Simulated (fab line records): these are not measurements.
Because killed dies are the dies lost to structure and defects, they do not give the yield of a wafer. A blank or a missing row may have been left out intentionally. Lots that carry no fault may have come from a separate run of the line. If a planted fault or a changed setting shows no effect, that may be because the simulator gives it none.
Comparing a struck lot with a sound one || flow n5Finfet || 21 out of 1938 route steps
Sound: wafers L247.1, L247.3, L247.4. Struck: wafers L248.1, L248.2, L248.3. The cause comes at the end.
At each step with rows: each side's tool, then ch and its chambers, then its first start. Under that, the readings that differ: sound wafers || struck wafers || difference of the means || sigmas: that difference in standard deviations of wafers without a fault.
alike: readings whose means differ by less than 2 such deviations, and words and numbers that are the same on both sides. not compared: withheld readings, readings that some wafer has no value for, bounds like >300 that may hide the same value, and numbers for which the record gives no deviation and whose values overlap.
Wherever a step has rows on one side only, a row that says differs or no value, or a row with sigmas, the two part there. Non-overlapping numbers with no deviation appear without sigmas and do not part them. A reading missing from all wafers of one side parts the sides only when that side holds two or more wafers.

first, 10 steps without rows for these wafers: N5_FIN_SAQP_SRD_01 (time 30 s); N5_FIN_SAQP_ALD_61 (deposits SiO2, target thk 4 nm, pulse time 1 s, purge time 2 s); N5_FIN_SAQP_DENSIFY_62 (time 60 s); N5_FIN_SAQP_HM_DEP_03 (deposits SiNx from SiH4/NH3/N2, target thk 38 nm, time 33.6 s); N5_FIN_SAQP_PECVD_47 (deposits a-Si from SiH4/He, target thk 45 nm, time 36.3 s); N5_FIN_SAQP_PECVD_48 (deposits SiNx from SiH4/NH3/N2, target thk 25 nm, time 22.1 s); N5_FIN_SAQP_PECVD_06 (deposits a-Si from SiH4/He, target thk 60 nm, time 48.1 s); N5_FIN_SAQP_HM_DEP_72 (deposits SiO2 from SiH4/N2O, target thk 12 nm, time 7.2 s); N5_FIN_SAQP_COAT_49 (time 60 s, resist thk 100 nm); N5_FIN_SAQP_COAT_50 (time 60 s, resist thk 35 nm).
N5_FIN_SAQP_COAT_10: resist thk 90 nm.
  sound on lithoTrack-02 ch 0, day 5 10:22; struck on lithoTrack-04 ch 0, day 5 17:28
{"reading": "spinSpeedRpm (rpm)", "sound": "1500.2 1500.2 1499.1", "struck": "2270.2 2269.5 2269.2", "difference": "+769.8", "sigmas": "+99 or more"}
{"reading": "model.CAR-ArF_of_FIN_SAQP_COAT_10.thkNm (nm)", "sound": "89.71 89.38 89.76", "struck": "73.07 72.98 72.99", "difference": -16.60, "sigmas": ""}
then, 6 steps without rows for these wafers: N5_FIN_SAQP_EBR_12; N5_FIN_SAQP_SOFTBAKE_11 (time 60 s); N5_FIN_SAQP_EXPOSE_13 (exposes mask FIN CORE, target cd 35.6 nm); N5_FIN_SAQP_PEB_14 (peb time 60 s); N5_FIN_SAQP_DEVELOP_15 (develop time 30 s); N5_FIN_SAQP_DESCUM_21 (chemistry O2, time 7.9 s).
N5_FIN_SAQP_ETCH_51: etches SiARC in CF4, target depth 45.5 nm, time 75.8 s.
  sound on rieDiel-02 ch 0,1,3, day 5 10:52; struck on rieDiel-05 ch 0,1,3, day 5 17:58
{"reading": "rfHoursCounterH (h)", "sound": "22 127 157", "struck": "180 199 198", "difference": "+90", "sigmas": ""}
{"reading": "model.CAR-ArF_of_FIN_SAQP_COAT_10.thkNm (nm)", "sound": "50.46 50.2 50.62", "struck": "33.99 33.79 33.88", "difference": -16.54, "sigmas": ""}
  alike: cf4FlowSccm, drypumpMotorCurrentA, etchRfOnTimeS, oesProductAu, rfFwdPowerW, rfVppV, showerheadPlenumPTorr, throttleValvePct
then, 1 step without rows for these wafers: N5_FIN_SAQP_ETCH_52 (etches SOC in N2/H2, target depth 100 nm, overetch 20 nm, time 150 s).
-- a jump in the record: the struck wafers' starts before and after are 6 days apart (it breaks off in module FIN_SAQP and resumes in module BEOL_M4, where the first step shown is number 1111 of the route) --
N5_BEOL_M4_RC_MEAS_101:
  sound on prober-01 ch 0, day 11 17:13; struck on prober-01 ch 0, day 11 19:52
  alike: DIBL_N, DIBL_P, IOFF_N, IOFF_P, ION_N, ION_P, SS_N, SS_P, VT_N, VT_P
-- the record jumps here: 5 days lie between the struck wafers' starts before and after (it left off in module BEOL_M4 and takes up again in module PASSIVATION, whose first step shown is number 1936 of the route) --
N5_PASSIVATION_PROBE_49:
  the record has rows for the struck wafers here (prober-02, day 16 21:00) and none for the sound ones

== WHERE THEY PART ==
First at N5_FIN_SAQP_COAT_10; last, within this record, at N5_PASSIVATION_PROBE_49.

WHY: the cause the simulator had injected
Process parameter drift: lithoTrack-04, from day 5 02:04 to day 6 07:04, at N5_FIN_SAQP_COAT_10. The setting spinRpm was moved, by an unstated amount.
